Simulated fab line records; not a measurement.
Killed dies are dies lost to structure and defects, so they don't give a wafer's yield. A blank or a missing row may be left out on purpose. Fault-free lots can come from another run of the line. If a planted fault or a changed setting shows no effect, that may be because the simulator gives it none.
fab line records	flow n5_finfet
[record] lots = 24	wafers = 72	last_day = 18
route steps=1938 shown ZERO_LAYER@4 PMOS_HMC_CHANNEL_EPI@70 FIN_SAQP@94 FIN_CUT@174 STI_FIN_REVEAL@199
lots with no fault: from the same line, run without faults
start_h: hours from the record's opening day to when the first of the lot's shown wafers began	wait_h: how many hours have passed since the lot's step before this one	" repeats the value in the row above	L1.1+2: several wafers, shown together as one row	- either no value or no given start	* or withheld: withheld	< > ~ a bound
route shown NAME@n: names a module that has steps shown in the file, with the first one's number in the route	usual: mean/standard deviation of fault-free wafers	same: alike in all rows	chamber/n: place in a boat	sites: readings site by site	_std_site: how widely they spread, as a standard deviation	_edge_site: outer sites' mean less inner sites'	radius_mm: for every site, how far away it sits from the centre of the wafer	mask NAME#n: copy n	behind: tool/chamber where the wafer was last shaped	hold: why the lot went on hold/how many hours it stayed there/how the hold came to an end	device: the transistor (n, p or np) that didn't switch	end of line: the route-end tests of the same wafers	a step with no rows: only its recipe	killed: the dies lost at the first sort to structure and to defects; this is not the yield of the wafer	map: the dies of a wafer, with x for killed, . for not killed, _ for no die there
set.NAME: the setting that was run; set.NAME@STEP: the one run at that earlier step	model.NAME: the simulator's own value behind a step, which no gauge read
a sample of lots followed through the steps of the route, with each step as a table and each wafer as a row
services: from which hour (start_h, from the record's first day; less than 0 if before it) a tool's chamber was out of use, for how many hours, and why
[[steps]]
[step N5_ZERO_LAYER_PECVD_02]
[recipe] material = SiO2	target_thk_a = 100	temp_c = 400	precursor = SiH4/N2O	pressure_torr = 0.75	rf_w = 275	time_s = 6
[usual] heater_power_w = 849/66	showerhead_plenum_p_Torr = 8.12/0.073
lot.wafer	tool	chamber	start_h	wait_h	heater_power_w	showerhead_plenum_p_Torr
L074.1	pecvd-03	0	12.29	0.0	885	8.08
L074.3	"	1	"	"	822	8.11
L074.4	"	2	"	"	944	8.18
L075.2	pecvd-01	1	18.29	0.0	823	7.98
L075.5	"	0	"	"	799	8.20
L075.6	"	1	"	"	825	7.98
L076.1	pecvd-01	0	24.29	0.0	828	8.18
L076.2	"	2	"	"	917	8.27
L076.4	"	0	"	"	852	8.20
L077.1	pecvd-04	1	30.47	0.0	903	8.21
L077.4	"	1	"	"	892	8.19
L077.5	"	0	"	"	724	8.04
L078.3	pecvd-03	1	36.49	0.1	819	8.14
L078.4	"	0	"	"	909	8.08
L078.5	"	0	"	"	904	8.05
L079.1	pecvd-01	0	42.28	0.0	789	8.20
L079.3	"	2	"	"	905	8.28
L079.4	"	0	"	"	793	8.22
L080.2	pecvd-01	0	48.30	0.0	679	8.20
L080.5	"	1	"	"	928	7.97
L080.6	"	0	"	"	692	8.20
L081.1	pecvd-04	0	54.28	0.0	742	8.05
L081.3	"	2	"	"	761	8.08
L081.4	"	1	"	"	834	8.22
L082.2	pecvd-03	0	60.28	0.0	916	8.08
L082.4	"	0	"	"	947	8.07
L082.5	"	2	"	"	962	8.12
L083.1	pecvd-04	0	66.47	0.0	863	8.05
L083.4	"	0	"	"	863	8.05
L083.5	"	2	"	"	779	8.05
L084.1	pecvd-04	2	72.28	0.0	694	8.06
L084.5	"	0	"	"	775	8.05
L084.6	"	2	"	"	702	8.10
L085.2	pecvd-03	2	78.28	0.0	811	8.15
L085.3	"	1	"	"	849	8.15
L085.4	"	0	"	"	885	8.07
L086.1	pecvd-01	0	84.30	0.0	818	8.20
L086.3	"	1	"	"	944	7.95
L086.5	"	2	"	"	800	8.29
L087.1	pecvd-04	0	90.28	0.0	826	8.06
L087.5	"	2	"	"	749	8.07
L087.6	"	0	"	"	821	8.05
L088.1	pecvd-03	0	96.28	0.0	962	8.09
L088.2	"	2	"	"	838	8.14
L088.5	"	2	"	"	854	8.13
L089.1	pecvd-04	1	102.28	0.0	919	8.20
L089.4	"	1	"	"	895	8.17
L089.5	"	0	"	"	799	8.05
L090.2	pecvd-03	0	108.28	0.0	826	8.08
L090.3	"	2	"	"	895	8.14
L090.5	"	1	"	"	872	8.13
L091.3	pecvd-04	0	114.28	0.0	773	8.04
L091.4	"	0	"	"	758	8.06
L091.5	"	2	"	"	769	8.08
L092.2	pecvd-03	0	120.30	0.0	936	8.08
L092.4	"	2	"	"	810	8.16
L092.5	"	0	"	"	914	8.06
L093.3	pecvd-03	0	126.28	0.0	832	8.08
L093.5	"	2	"	"	938	8.15
L093.6	"	0	"	"	830	8.06
L094.2	pecvd-03	0	132.28	0.0	922	8.06
L094.3	"	1	"	"	862	8.13
L094.5	"	0	"	"	899	8.07
L095.1	pecvd-03	0	138.28	0.0	847	8.06
L095.4	"	0	"	"	832	8.08
L095.6	"	1	"	"	848	8.14
L096.2	pecvd-03	2	144.28	0.0	934	8.16
L096.4	"	1	"	"	871	8.14
L096.5	"	0	"	"	818	8.06
L097.3	pecvd-03	0	150.28	0.0	895	8.07
L097.5	"	1	"	"	762	8.13
L097.6	"	0	"	"	910	8.08
[step N5_ZERO_LAYER_INSPECT_20]
[recipe] inspect_instrument = darkfield	mode = post_clean
[usual] raw_defect_count = 38/16
lot.wafer	tool	chamber	start_h	wait_h	raw_defect_count
L074.1	defect_inspect-01	-	13.26	0.0	39
L074.3	"	-	"	"	27
L074.4	"	-	"	"	27
L075.2	defect_inspect-01	-	19.41	0.0	44
L075.5	"	-	"	"	54
L075.6	"	-	"	"	45
L076.1	defect_inspect-01	-	25.38	0.0	40
L076.2	"	-	"	"	37
L076.4	"	-	"	"	59
L077.1	defect_inspect-01	-	31.45	0.0	58
L077.4	"	-	"	"	84
L077.5	"	-	"	"	107
L078.3	defect_inspect-02	-	37.71	0.0	31
L078.4	"	-	"	"	19
L078.5	"	-	"	"	15
L079.1	defect_inspect-01	-	43.25	0.0	46
L079.3	"	-	"	"	78
L079.4	"	-	"	"	46
L080.2	defect_inspect-02	-	49.75	0.0	28
L080.5	"	-	"	"	36
L080.6	"	-	"	"	74
L081.1	defect_inspect-02	-	55.25	0.0	30
L081.3	"	-	"	"	27
L081.4	"	-	"	"	28
L082.2	defect_inspect-01	-	61.25	0.0	26
L082.4	"	-	"	"	22
L082.5	"	-	"	"	17
L083.1	defect_inspect-01	-	67.93	0.0	19
L083.4	"	-	"	"	40
L083.5	"	-	"	"	37
L084.1	defect_inspect-02	-	73.38	0.0	53
L084.5	"	-	"	"	39
L084.6	"	-	"	"	33
L085.2	defect_inspect-01	-	79.46	0.0	29
L085.3	"	-	"	"	30
L085.4	"	-	"	"	35
L086.1	defect_inspect-02	-	85.44	0.0	29
L086.3	"	-	"	"	27
L086.5	"	-	"	"	50
L087.1	defect_inspect-02	-	91.52	0.0	41
L087.5	"	-	"	"	50
L087.6	"	-	"	"	38
L088.1	defect_inspect-02	-	97.68	0.0	20
L088.2	"	-	"	"	40
L088.5	"	-	"	"	31
L089.1	defect_inspect-01	-	103.38	0.0	19
L089.4	"	-	"	"	18
L089.5	"	-	"	"	19
L090.2	defect_inspect-02	-	109.26	0.0	52
L090.3	"	-	"	"	39
L090.5	"	-	"	"	63
L091.3	defect_inspect-02	-	115.34	0.0	39
L091.4	"	-	"	"	24
L091.5	"	-	"	"	34
L092.2	defect_inspect-02	-	121.29	0.0	45
L092.4	"	-	"	"	39
L092.5	"	-	"	"	33
L093.3	defect_inspect-02	-	127.41	0.0	30
L093.5	"	-	"	"	37
L093.6	"	-	"	"	28
L094.2	defect_inspect-01	-	133.60	0.0	37
L094.3	"	-	"	"	15
L094.5	"	-	"	"	17
L095.1	defect_inspect-01	-	139.40	0.0	24
L095.4	"	-	"	"	36
L095.6	"	-	"	"	30
L096.2	defect_inspect-01	-	145.38	0.0	42
L096.4	"	-	"	"	34
L096.5	"	-	"	"	29
L097.3	defect_inspect-02	-	152.09	0.0	77
L097.5	"	-	"	"	43
L097.6	"	-	"	"	26
[step N5_PMOS_HMC_CHANNEL_EPI_HM_OPEN_15]
[recipe] chemistry = CHF3/O2	target = SiO2	mask_material = CAR-ArF-block	target_depth_a = 406	CHF3_flow_sccm = 50	O2_flow_sccm = 5	Ar_flow_sccm = 200	time_s = 20.3	pressure_mtorr = 30	source_w = 650	bias_w = 170	ion_energy_ev = 200
[usual] drypump_motor_current_A = 5.8/0.43	oes_product_au = 0.78/0.07	rf_vpp_V = 528/7.4	showerhead_plenum_p_Torr = 2.42/0.08	throttle_valve_pct = 19.06/0.18
lot.wafer	tool	chamber	start_h	wait_h	drypump_motor_current_A	oes_product_au	rf_hours_counter_h	rf_vpp_V	showerhead_plenum_p_Torr	throttle_valve_pct
L074.1	rie_diel-05	0	17.88	0.0	6.8	0.89	47	540	2.56	18.73
L074.3	"	1	"	"	5.4	0.81	87	522	2.33	18.75
L074.4	"	2	"	"	5.0	0.68	238	527	2.38	19.37
L075.2	rie_diel-03	1	23.62	0.0	6.1	0.77	128	524	2.44	18.96
L075.5	"	0	"	"	5.9	0.87	-	530	2.46	18.90
L075.6	"	1	"	"	6.1	0.77	-	525	2.44	18.96
L076.1	rie_diel-06	0	29.70	0.0	5.8	0.73	194	534	2.49	19.38
L076.2	"	3	"	"	5.9	0.90	33	525	2.37	18.93
L076.4	"	1	"	"	6.4	0.82	105	539	2.52	19.22
L077.1	rie_diel-05	3	35.24	0.0	5.1	0.69	206	533	2.29	19.06
L077.4	"	0	"	"	6.8	0.88	53	539	2.56	18.72
L077.5	"	1	"	"	5.3	0.81	-	521	2.32	18.75
L078.3	rie_diel-06	0	41.52	0.0	5.8	0.72	198	535	2.49	19.36
L078.4	"	1	"	"	6.3	0.81	109	539	2.52	19.22
L078.5	"	0	"	"	5.8	0.72	-	535	2.49	19.39
L079.1	rie_diel-06	0	47.26	0.0	5.8	0.72	199	535	2.49	19.39
L079.3	"	2	"	"	5.4	0.75	191	520	2.31	19.15
L079.4	"	1	"	"	6.3	0.81	111	538	2.52	19.21
L080.2	rie_diel-06	2	54.03	0.0	5.5	0.75	193	520	2.31	19.13
L080.5	"	3	"	"	5.9	0.89	-	527	2.37	18.93
L080.6	"	0	"	"	5.8	0.72	-	536	2.49	19.39
L081.1	rie_diel-03	3	59.32	0.0	5.6	0.75	152	513	2.41	18.97
L081.3	"	2	"	"	6.1	0.73	190	528	2.49	19.09
L081.4	"	0	"	"	5.9	0.85	61	530	2.45	18.93
L082.2	rie_diel-03	2	65.47	0.0	6.1	0.72	191	526	2.49	19.10
L082.4	"	0	"	"	5.9	0.84	63	530	2.45	18.92
L082.5	"	3	"	"	5.6	0.74	-	515	2.41	18.98
L083.1	rie_diel-06	3	72.39	0.0	5.9	0.87	46	527	2.37	18.93
L083.4	"	2	"	"	5.4	0.74	198	520	2.31	19.15
L083.5	"	0	"	"	5.8	0.71	-	534	2.49	19.39
L084.1	rie_diel-06	0	77.33	0.0	5.8	0.71	207	535	2.49	19.39
L084.5	"	0	"	"	5.8	0.72	-	535	2.49	19.41
L084.6	"	3	"	"	5.9	0.88	-	527	2.37	18.94
L085.2	rie_diel-05	3	83.56	0.0	5.1	0.68	221	533	2.28	19.07
L085.3	"	0	"	"	6.8	0.85	66	539	2.56	18.73
L085.4	"	2	"	"	5.1	0.98	5	528	2.37	18.97
L086.1	rie_diel-03	0	89.53	0.0	5.9	0.83	70	530	2.45	18.95
L086.3	"	2	"	"	6.1	0.72	199	524	2.48	19.10
L086.5	"	0	"	"	5.9	0.83	-	529	2.45	18.95
L087.1	rie_diel-05	3	95.91	0.0	5.1	0.68	224	532	2.28	19.11
L087.5	"	0	"	"	6.8	0.85	-	539	2.55	18.72
L087.6	"	3	"	"	5.1	0.68	-	533	2.28	19.09
L088.1	rie_diel-06	0	101.93	0.0	5.8	0.71	216	536	2.48	19.41
L088.2	"	2	"	"	5.4	0.74	208	519	2.31	19.16
L088.5	"	3	"	"	5.9	0.87	-	527	2.36	18.96
L089.1	rie_diel-06	2	107.68	0.0	5.4	0.74	211	518	2.30	19.17
L089.4	"	0	"	"	5.8	0.71	217	534	2.48	19.42
L089.5	"	3	"	"	5.9	0.87	-	527	2.36	18.95
L090.2	rie_diel-03	2	113.45	0.0	6.1	0.72	206	524	2.48	19.11
L090.3	"	3	"	"	5.7	0.74	169	515	2.41	19.01
L090.5	"	2	"	"	6.1	0.72	-	525	2.48	19.12
L091.3	rie_diel-03	3	119.42	0.0	5.7	0.73	171	515	2.41	19.01
L091.4	"	0	"	"	5.9	0.82	-	529	2.45	18.97
L091.5	"	2	"	"	6.1	0.71	-	524	2.48	19.12
L092.2	rie_diel-03	0	125.19	0.0	5.9	0.82	83	530	2.44	18.98
L092.4	"	1	"	"	6.1	0.74	156	525	2.43	19.00
L092.5	"	0	"	"	5.9	0.82	-	530	2.44	18.96
L093.3	rie_diel-06	2	132.47	0.0	5.5	0.73	217	520	2.30	19.18
L093.5	"	1	"	"	6.4	0.80	-	538	2.51	19.24
L093.6	"	2	"	"	5.4	0.73	-	519	2.30	19.19
L094.2	rie_diel-03	2	138.28	0.0	6.1	0.70	215	525	2.48	19.11
L094.3	"	3	"	"	5.6	0.73	178	513	2.40	19.04
L094.5	"	1	"	"	6.1	0.75	-	525	2.43	19.01
L095.1	rie_diel-06	0	143.81	0.0	5.8	0.69	227	536	2.48	19.43
L095.4	"	2	"	"	5.4	0.73	222	519	2.30	19.17
L095.6	"	3	"	"	6.0	0.85	-	526	2.36	18.98
L096.2	rie_diel-03	2	149.91	0.0	6.1	0.71	218	527	2.48	19.13
L096.4	"	3	"	"	5.6	0.73	180	514	2.40	19.03
L096.5	"	3	"	"	5.6	0.72	-	514	2.40	19.03
L097.3	rie_diel-05	2	156.85	0.0	5.0	0.91	29	526	2.37	19.01
L097.5	"	3	"	"	5.1	0.66	-	531	2.27	19.13
L097.6	"	0	"	"	6.8	0.84	-	539	2.55	18.78
[step N5_FIN_SAQP_ALD_61]
[recipe] material = SiO2	target_thk_a = 40	temp_c = 300	ald_precursor_family = BDEAS	ald_co_reactant = O2-plasma	pulse_time_s = 1	purge_time_s = 2	co_reactant_purge_time_s = 2	ald_cycles = 43	pressure_torr = 2
[usual] heater_power_w = 499/44	precursor_pulse_height_rel = 0.999/0.02
lot.wafer	tool	chamber	start_h	wait_h	heater_power_w	precursor_pulse_height_rel
L074.1	ald_sin-04	2	20.67	0.0	553	0.981
L074.3	"	1	"	"	476	0.990
L074.4	"	0	"	"	451	0.973
L075.2	ald_sin-03	2	26.42	0.0	430	1.000
L075.5	"	3	"	"	492	0.997
L075.6	"	2	"	"	438	0.976
L076.1	ald_sin-01	2	32.49	0.0	563	0.957
L076.2	"	0	"	"	527	1.021
L076.4	"	1	"	"	451	1.024
L077.1	ald_sin-04	3	38.76	0.4	540	1.006
L077.4	"	1	"	"	481	1.011
L077.5	"	2	"	"	567	1.012
L078.3	ald_sin-03	2	45.34	0.4	440	1.007
L078.4	"	3	"	"	508	1.012
L078.5	"	2	"	"	431	1.024
L079.1	ald_sin-04	3	50.56	0.0	529	1.025
L079.3	"	2	"	"	584	0.992
L079.4	"	3	"	"	550	0.991
L080.2	ald_sin-03	3	57.86	0.0	511	0.984
L080.5	"	3	"	"	501	1.008
L080.6	"	0	"	"	487	0.979
L081.1	ald_sin-04	0	62.45	0.2	462	1.016
L081.3	"	1	"	"	490	0.987
L081.4	"	2	"	"	577	1.004
L082.2	ald_sin-01	1	68.75	0.0	440	0.992
L082.4	"	3	"	"	501	0.987
L082.5	"	1	"	"	451	0.971
L083.1	ald_sin-04	1	75.85	0.4	476	0.964
L083.4	"	0	"	"	459	1.035
L083.5	"	1	"	"	496	0.984
L084.1	ald_sin-03	2	80.61	0.0	443	1.026
L084.5	"	1	"	"	455	0.982
L084.6	"	2	"	"	436	0.971
L085.2	ald_sin-04	2	87.68	1.0	568	1.015
L085.3	"	0	"	"	451	1.006
L085.4	"	3	"	"	539	0.983
L086.1	ald_sin-04	0	94.48	2.2	454	1.019
L086.3	"	3	"	"	548	0.987
L086.5	"	3	"	"	541	1.035
L087.1	ald_sin-04	1	98.81	0.0	497	1.005
L087.5	"	0	"	"	451	1.044
L087.6	"	3	"	"	553	0.983
L088.1	ald_sin-01	1	105.46	0.4	449	0.994
L088.2	"	3	"	"	482	1.007
L088.5	"	3	"	"	480	0.980
L089.1	ald_sin-01	0	110.76	0.2	520	0.974
L089.4	"	2	"	"	556	1.007
L089.5	"	0	"	"	520	1.036
L090.2	ald_sin-04	0	116.64	0.0	456	0.998
L090.3	"	2	"	"	573	1.030
L090.5	"	2	"	"	564	0.998
L091.3	ald_sin-01	1	122.32	0.0	448	1.011
L091.4	"	2	"	"	568	0.975
L091.5	"	3	"	"	497	1.066
L092.2	ald_sin-03	2	128.50	0.0	470	0.984
L092.4	"	0	"	"	486	1.006
L092.5	"	0	"	"	477	0.990
L093.3	ald_sin-01	3	136.30	0.0	487	0.976
L093.5	"	0	"	"	514	0.983
L093.6	"	1	"	"	445	1.032
L094.2	ald_sin-04	2	141.16	0.0	561	1.011
L094.3	"	3	"	"	543	0.995
L094.5	"	0	"	"	454	0.970
L095.1	ald_sin-01	1	147.11	0.0	444	1.004
L095.4	"	0	"	"	530	1.044
L095.6	"	1	"	"	452	1.000
L096.2	ald_sin-03	0	153.20	0.0	482	1.007
L096.4	"	2	"	"	467	0.983
L096.5	"	3	"	"	467	1.008
L097.3	ald_sin-01	1	160.14	0.0	461	1.001
L097.5	"	2	"	"	575	0.994
L097.6	"	1	"	"	458	0.982
[step N5_FIN_CUT_CUT_ETCH_27]
[recipe] chemistry = CHF3/O2	target = SiO2	target_depth_a = 40	mask_material = SOC	overetch_a = 20	time_s = 4.9	pressure_mtorr = 30	source_w = 650	bias_w = 170	Ar_flow_sccm = 200	CHF3_flow_sccm = 50	O2_flow_sccm = 5	ion_energy_ev = 200
[usual] drypump_motor_current_A = 5.8/0.47	oes_product_au = 0.62/0.051	rf_vpp_V = 529/7.8	showerhead_plenum_p_Torr = 2.42/0.09	throttle_valve_pct = 19.02/0.19
lot.wafer	tool	chamber	start_h	wait_h	drypump_motor_current_A	oes_product_au	rf_hours_counter_h	rf_vpp_V	showerhead_plenum_p_Torr	throttle_valve_pct
L074.1	rie_diel-06	0	28.15	0.0	5.8	0.58	194	536	2.49	19.30
L074.3	"	1	"	"	6.3	0.64	105	537	2.52	19.11
L074.4	"	3	"	"	5.9	0.72	33	526	2.37	18.85
L075.2	rie_diel-03	1	33.11	0.0	6.1	0.61	131	524	2.44	18.91
L075.5	"	3	"	"	5.6	0.60	-	513	2.42	18.89
L075.6	"	2	"	"	6.1	0.59	-	525	2.49	19.00
L076.1	rie_diel-06	1	39.11	0.0	6.3	0.64	108	539	2.52	19.13
L076.2	"	2	"	"	5.4	0.60	188	520	2.31	19.08
L076.4	"	0	"	"	5.8	0.57	197	536	2.49	19.31
L077.1	rie_diel-06	0	45.52	0.0	5.8	0.57	199	536	2.49	19.31
L077.4	"	2	"	"	5.4	0.59	190	519	2.31	19.06
L077.5	"	2	"	"	5.4	0.59	-	520	2.31	19.05
L078.3	rie_diel-06	1	51.91	0.0	6.3	0.64	113	538	2.52	19.15
L078.4	"	2	"	"	5.4	0.59	193	520	2.31	19.05
L078.5	"	3	"	"	5.9	0.71	-	527	2.37	18.88
L079.1	rie_diel-05	3	57.33	0.0	5.1	0.56	212	533	2.28	19.02
L079.3	"	0	"	"	6.8	0.69	59	539	2.56	18.66
L079.4	"	1	"	"	5.4	0.63	96	522	2.32	18.69
L080.2	rie_diel-06	0	66.28	0.0	5.8	0.57	204	536	2.49	19.32
L080.5	"	2	"	"	5.4	0.59	-	520	2.31	19.05
L080.6	"	1	"	"	6.3	0.64	-	540	2.52	19.16
L081.1	rie_diel-03	0	70.04	0.0	5.9	0.66	64	528	2.45	18.86
L081.3	"	2	"	"	6.1	0.59	193	526	2.49	19.05
L081.4	"	1	"	"	6.1	0.61	143	524	2.43	18.92
L082.2	rie_diel-06	0	76.59	0.0	5.8	0.57	207	535	2.49	19.32
L082.4	"	2	"	"	5.4	0.59	199	519	2.31	19.07
L082.5	"	2	"	"	5.4	0.58	-	519	2.31	19.08
L083.1	rie_diel-05	0	82.74	0.0	6.8	0.69	65	539	2.56	18.67
L083.4	"	2	"	"	5.0	0.75	5	528	2.38	18.88
L083.5	"	0	"	"	6.8	0.68	-	541	2.55	18.67
L084.1	rie_diel-03	1	87.05	0.0	6.1	0.61	149	525	2.43	18.91
L084.5	"	1	"	"	6.1	0.61	-	525	2.43	18.92
L084.6	"	0	"	"	5.9	0.67	-	530	2.45	18.87
L085.2	rie_diel-06	1	96.86	0.0	6.3	0.63	125	538	2.51	19.16
L085.3	"	0	"	"	5.8	0.57	214	536	2.48	19.36
L085.4	"	1	"	"	6.4	0.63	-	537	2.52	19.17
L086.1	rie_diel-06	1	101.09	0.0	6.3	0.63	127	539	2.51	19.17
L086.3	"	0	"	"	5.8	0.57	215	536	2.48	19.34
L086.5	"	0	"	"	5.8	0.56	-	535	2.48	19.35
L087.1	rie_diel-06	0	105.78	0.0	5.8	0.56	217	534	2.48	19.34
L087.5	"	2	"	"	5.4	0.58	-	519	2.30	19.09
L087.6	"	1	"	"	6.3	0.63	-	538	2.51	19.17
L088.1	rie_diel-03	2	112.49	0.0	6.1	0.58	205	523	2.48	19.05
L088.2	"	0	"	"	5.9	0.65	78	530	2.45	18.87
L088.5	"	0	"	"	5.9	0.64	-	530	2.45	18.90
L089.1	rie_diel-05	3	117.11	0.0	5.1	0.55	230	532	2.28	19.03
L089.4	"	1	"	"	5.4	0.63	113	522	2.31	18.73
L089.5	"	3	"	"	5.1	0.55	-	533	2.28	19.03
L090.2	rie_diel-03	1	123.50	0.0	6.1	0.60	155	526	2.43	18.93
L090.3	"	2	"	"	6.1	0.57	210	526	2.48	19.04
L090.5	"	1	"	"	6.1	0.59	-	524	2.43	18.92
L091.3	rie_diel-06	0	128.97	0.0	5.8	0.56	222	537	2.48	19.37
L091.4	"	3	"	"	5.9	0.70	58	527	2.36	18.90
L091.5	"	1	"	"	6.3	0.62	-	537	2.51	19.19
L092.2	rie_diel-06	2	135.26	0.0	5.5	0.58	219	520	2.30	19.11
L092.4	"	3	"	"	5.9	0.69	60	526	2.36	18.89
L092.5	"	1	"	"	6.4	0.62	-	538	2.51	19.19
L093.3	rie_diel-06	3	143.60	0.0	5.9	0.68	63	526	2.36	18.91
L093.5	"	0	"	"	5.8	0.56	-	534	2.48	19.37
L093.6	"	1	"	"	6.4	0.62	-	537	2.51	19.18
L094.2	rie_diel-05	3	148.28	0.0	5.1	0.54	240	531	2.27	19.06
L094.3	"	2	"	"	5.1	0.71	25	526	2.37	18.93
L094.5	"	0	"	"	6.8	0.67	-	539	2.55	18.71
L095.1	rie_diel-05	1	154.48	0.0	5.4	0.62	126	521	2.31	18.74
L095.4	"	3	"	"	5.1	0.54	242	532	2.27	19.04
L095.6	"	0	"	"	6.8	0.67	-	538	2.55	18.71
L096.2	rie_diel-05	2	160.26	0.0	5.1	0.70	31	527	2.37	18.91
L096.4	"	0	"	"	6.8	0.66	88	539	2.55	18.70
L096.5	"	1	"	"	5.4	0.62	-	521	2.31	18.74
L097.3	rie_diel-06	1	167.01	0.0	6.3	0.61	150	537	2.51	19.20
L097.5	"	2	"	"	5.4	0.56	-	518	2.30	19.12
L097.6	"	1	"	"	6.3	0.61	-	536	2.51	19.20
[step N5_STI_FIN_REVEAL_ETCH_34]
[recipe] chemistry = H2	mode = isotropic	material = Si	target = Si	target_depth_a = 9.7	temp_c = 20	pressure_mtorr = 4.5	icp_w = 300	bias_w = 0	h2_flow_sccm = 7.5	he_flow_sccm = 142.5
[usual] drypump_motor_current_A = 5.9/0.43	oes_product_au = 1.003/0.016	throttle_valve_pct = 25.7/0.5
lot.wafer	tool	chamber	start_h	wait_h	drypump_motor_current_A	oes_product_au	rf_hours_counter_h	throttle_valve_pct
L074.1	rie_si-04	0	36.70	0.2	6.0	0.983	3	26.0
L074.3	"	2	"	"	6.0	1.012	87	25.6
L074.4	"	1	"	"	6.5	0.997	8	26.1
L075.2	rie_si-04	0	41.81	0.1	6.1	0.984	3	26.0
L075.5	"	3	"	"	5.8	0.992	-	25.6
L075.6	"	2	"	"	6.0	1.009	-	25.5
L076.1	rie_si-02	1	47.73	0.2	5.5	1.017	6	25.1
L076.2	"	0	"	"	5.8	0.994	56	24.9
L076.4	"	2	"	"	5.9	1.025	77	26.1
L077.1	rie_si-04	3	54.60	0.2	5.8	0.993	6	25.6
L077.4	"	2	"	"	6.0	1.024	88	25.6
L077.5	"	1	"	"	6.5	0.992	-	26.0
L078.3	rie_si-02	2	60.39	0.1	5.9	1.029	78	26.1
L078.4	"	1	"	"	5.5	1.018	6	25.1
L078.5	"	3	"	"	6.6	1.007	-	25.9
L079.1	rie_si-02	2	66.10	0.2	5.9	1.035	78	26.1
L079.3	"	0	"	"	5.8	0.994	57	25.0
L079.4	"	3	"	"	6.6	1.013	11	25.9
L080.2	rie_si-02	2	74.73	0.1	5.9	1.024	78	26.1
L080.5	"	1	"	"	5.5	1.022	-	25.1
L080.6	"	2	"	"	5.9	1.022	-	26.1
L081.1	rie_si-04	2	78.76	0.2	6.0	1.014	88	25.6
L081.3	"	0	"	"	6.0	0.979	3	26.0
L081.4	"	1	"	"	6.5	0.993	9	26.0
L082.2	rie_si-04	2	85.02	0.1	6.0	1.017	88	25.6
L082.4	"	3	"	"	5.8	0.993	-	25.6
L082.5	"	2	"	"	6.0	1.017	-	25.6
L083.1	rie_si-02	2	91.95	0.2	5.9	1.021	78	26.1
L083.4	"	0	"	"	5.8	0.990	57	25.0
L083.5	"	1	"	"	5.5	1.021	-	25.1
L084.1	rie_si-01	1	95.83	0.2	5.3	0.996	124	26.2
L084.5	"	2	"	"	5.5	1.031	-	25.5
L084.6	"	1	"	"	5.3	0.993	-	26.2
L085.2	rie_si-01	1	106.24	0.2	5.3	0.993	124	26.2
L085.3	"	2	"	"	5.4	1.023	31	25.5
L085.4	"	3	"	"	5.5	0.993	66	26.7
L086.1	rie_si-02	0	109.80	0.2	5.8	1.000	57	25.0
L086.3	"	2	"	"	5.9	1.025	79	26.1
L086.5	"	1	"	"	5.5	1.004	-	25.1
L087.1	rie_si-01	2	114.97	0.2	5.5	1.026	31	25.6
L087.5	"	0	"	"	6.7	0.990	-	24.8
L087.6	"	3	"	"	5.5	0.994	-	26.6
L088.1	rie_si-01	2	121.00	0.2	5.4	1.023	31	25.5
L088.2	"	0	"	"	6.7	0.972	8	24.8
L088.5	"	2	"	"	5.5	1.020	-	25.5
L089.1	rie_si-04	0	125.69	0.2	6.0	0.981	4	26.0
L089.4	"	2	"	"	6.0	1.013	-	25.6
L089.5	"	3	"	"	5.8	1.010	-	25.6
L090.2	rie_si-04	2	132.21	0.2	6.0	1.015	89	25.6
L090.3	"	3	"	"	5.8	0.991	7	25.6
L090.5	"	0	"	"	6.1	0.978	-	26.0
L091.3	rie_si-04	0	137.58	0.1	6.1	0.981	5	26.0
L091.4	"	2	"	"	6.0	1.019	89	25.6
L091.5	"	2	"	"	6.0	1.025	-	25.5
L092.2	rie_si-02	2	144.13	0.1	5.9	1.022	79	26.1
L092.4	"	1	"	"	5.5	1.011	8	25.1
L092.5	"	3	"	"	6.6	1.018	-	25.9
L093.3	rie_si-01	1	152.38	0.1	5.3	0.997	125	26.2
L093.5	"	1	"	"	5.3	0.997	-	26.2
L093.6	"	2	"	"	5.4	1.021	-	25.5
L094.2	rie_si-04	2	156.88	0.1	6.0	1.009	89	25.6
L094.3	"	3	"	"	5.8	0.991	8	25.6
L094.5	"	2	"	"	6.0	1.012	-	25.5
L095.1	rie_si-01	1	163.25	0.2	5.3	0.989	125	26.2
L095.4	"	3	"	"	5.5	0.988	67	26.7
L095.6	"	0	"	"	6.7	0.973	-	24.8
L096.2	rie_si-02	3	168.84	0.1	6.6	1.008	13	25.9
L096.4	"	1	"	"	5.5	1.018	-	25.1
L096.5	"	3	"	"	6.6	1.008	-	25.9
L097.3	rie_si-01	3	176.04	0.1	5.5	0.994	67	26.7
L097.5	"	3	"	"	5.5	0.993	-	26.6
L097.6	"	0	"	"	6.7	0.978	-	24.8
[[services]]
tool	chamber	start_h	hours	kind
ald_sin-04	1	-11.21	8.2	repair
ald_sin-04	-	-9.96	0.6	repair
rie_diel-03	1	2.83	1.8	repair
rie_diel-06	3	7.12	14.0	repair
ald_sin-04	0	11.67	3.7	repair
rie_si-04	-	15.56	4.1	repair
ald_sin-01	3	18.95	4.7	repair
rie_si-02	0	20.01	7.1	repair
rie_diel-05	0	28.35	1.7	repair
rie_diel-05	1	44.15	5.6	repair
ald_sin-04	1	49.52	1.7	repair
rie_diel-05	0	62.71	3.0	repair
rie_diel-06	1	79.24	2.5	repair
rie_si-04	0	82.52	3.3	repair
rie_diel-06	3	91.35	10.4	repair
rie_diel-03	1	111.25	11.3	repair
rie_si-04	1	125.56	1.6	repair
pecvd-03	2	127.03	15.7	repair
rie_diel-05	1	140.23	4.2	repair
rie_diel-05	0	144.19	3.1	repair
rie_si-02	-	147.51	0.1	repair
rie_diel-03	1	156.24	7.0	repair
rie_diel-03	2	158.64	5.7	repair
rie_diel-06	1	171.06	6.3	repair
[[key]]
fault none
